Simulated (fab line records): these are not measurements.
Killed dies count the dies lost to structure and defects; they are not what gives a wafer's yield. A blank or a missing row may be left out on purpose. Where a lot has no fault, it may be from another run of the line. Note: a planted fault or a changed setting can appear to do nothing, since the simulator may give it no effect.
Chamber matching + flow n5 finfet + 4 sister chambers for N5_BEOL_M0_SAQP_ETCH_84 on rie diel-03
The step etches SOC in N2/H2, target depth 100 nm, overetch 20 nm, time 150 s. 22 wafers are shown with their chamber, then 11 later ones without.

WAFERS PAIRED WITH THEIR CHAMBERS
| wafer  | chamber | throttle valve pct (%) | drypump motor current A (A) | showerhead plenum p Torr (Torr) |
|--------|---------|------------------------|-----------------------------|---------------------------------|
| L076.1 | 2       | 17.72                  | 6.02                        | 2.43                            |
| L076.2 | 1       | 17.93                  | 6.00                        | 2.57                            |
| L076.6 | 3       | 18.08                  | 5.71                        | 2.45                            |
| L077.3 | 2       | 17.72                  | 6.09                        | 2.43                            |
| L077.4 | 3       | 18.08                  | 5.71                        | 2.45                            |
| L077.5 | 1       | 17.93                  | 5.96                        | 2.57                            |
| L081.1 | 3       | 18.10                  | 5.70                        | 2.45                            |
| L081.4 | 3       | 18.10                  | 5.71                        | 2.45                            |
| L081.6 | 1       | 17.94                  | 5.99                        | 2.56                            |
| L083.1 | 1       | 17.94                  | 5.99                        | 2.56                            |
| L083.2 | 3       | 18.11                  | 5.70                        | 2.44                            |
| L083.3 | 2       | 17.76                  | 6.06                        | 2.42                            |
| L083.4 | 0       | 17.58                  | 6.42                        | 2.48                            |
| L083.5 | 2       | 17.74                  | 6.06                        | 2.42                            |
| L083.6 | 1       | 17.93                  | 5.96                        | 2.56                            |
| L084.1 | 2       | 17.75                  | 6.06                        | 2.42                            |
| L084.2 | 3       | 18.10                  | 5.69                        | 2.44                            |
| L084.3 | 1       | 17.95                  | 5.96                        | 2.56                            |
| L084.4 | 0       | 17.55                  | 6.39                        | 2.48                            |
| L084.5 | 2       | 17.75                  | 6.09                        | 2.42                            |
| L084.6 | 3       | 18.10                  | 5.70                        | 2.44                            |
| L087.3 | 0       | 17.57                  | 6.39                        | 2.48                            |

SIGNATURES (averages over the wafers above)
| reading                  | chamber 0 | chamber 1 | chamber 2 | chamber 3 | scatter within a chamber |
|--------------------------|-----------|-----------|-----------|-----------|--------------------------|
| throttle valve pct       | 17.5667   | 17.9367   | 17.7400   | 18.0957   | 0.0128                   |
| drypump motor current A  | 6.4000    | 5.9767    | 6.0633    | 5.7029    | 0.0183                   |
| showerhead plenum p Torr | 2.4800    | 2.5633    | 2.4233    | 2.4457    | 0.00493                  |
Rule: a wafer's distance from a chamber is the root of the sum, over the readings, of the square of ((its reading less the chamber's mean) divided by the reading's scatter). If the next closest chamber is less than 2 further off than the closest, the wafer can't be placed; otherwise it belongs to the closest. The scatter is the square root of a quotient: the sum, over the shown wafers, of each reading's squared deviation from its chamber's mean, divided by wafers minus chambers.

WAFERS MISSING THEIR CHAMBER
| wafer  | throttle valve pct (%) | drypump motor current A (A) | showerhead plenum p Torr (Torr) |
|--------|------------------------|-----------------------------|---------------------------------|
| L087.4 | 17.78                  | 6.03                        | 2.42                            |
| L087.6 | 17.76                  | 6.04                        | 2.42                            |
| L090.1 | 17.98                  | 6.02                        | 2.56                            |
| L090.2 | 18.13                  | 5.70                        | 2.44                            |
| L090.4 | 17.56                  | 6.43                        | 2.48                            |
| L093.1 | 17.78                  | 6.00                        | 2.41                            |
| L093.2 | 17.59                  | 6.43                        | 2.47                            |
| L093.5 | 18.14                  | 5.71                        | 2.44                            |
| L096.3 | 18.15                  | 5.71                        | 2.44                            |
| L096.5 | 17.61                  | 6.39                        | 2.47                            |
| L096.6 | 17.99                  | 5.97                        | 2.55                            |

THE CHAMBER EACH PASSED THROUGH
| wafer  | from the rows above | in truth |
|--------|---------------------|----------|
| L087.4 | 2                   | 2        |
| L087.6 | 2                   | 2        |
| L090.1 | 1                   | 1        |
| L090.2 | 3                   | 3        |
| L090.4 | 0                   | 0        |
| L093.1 | 2                   | 2        |
| L093.2 | 0                   | 0        |
| L093.5 | 3                   | 3        |
| L096.3 | 3                   | 3        |
| L096.5 | 0                   | 0        |
| L096.6 | 1                   | 1        |
Correctly placed: 11 of 11. Can't be placed from these rows: 0. Placed wrongly: 0.
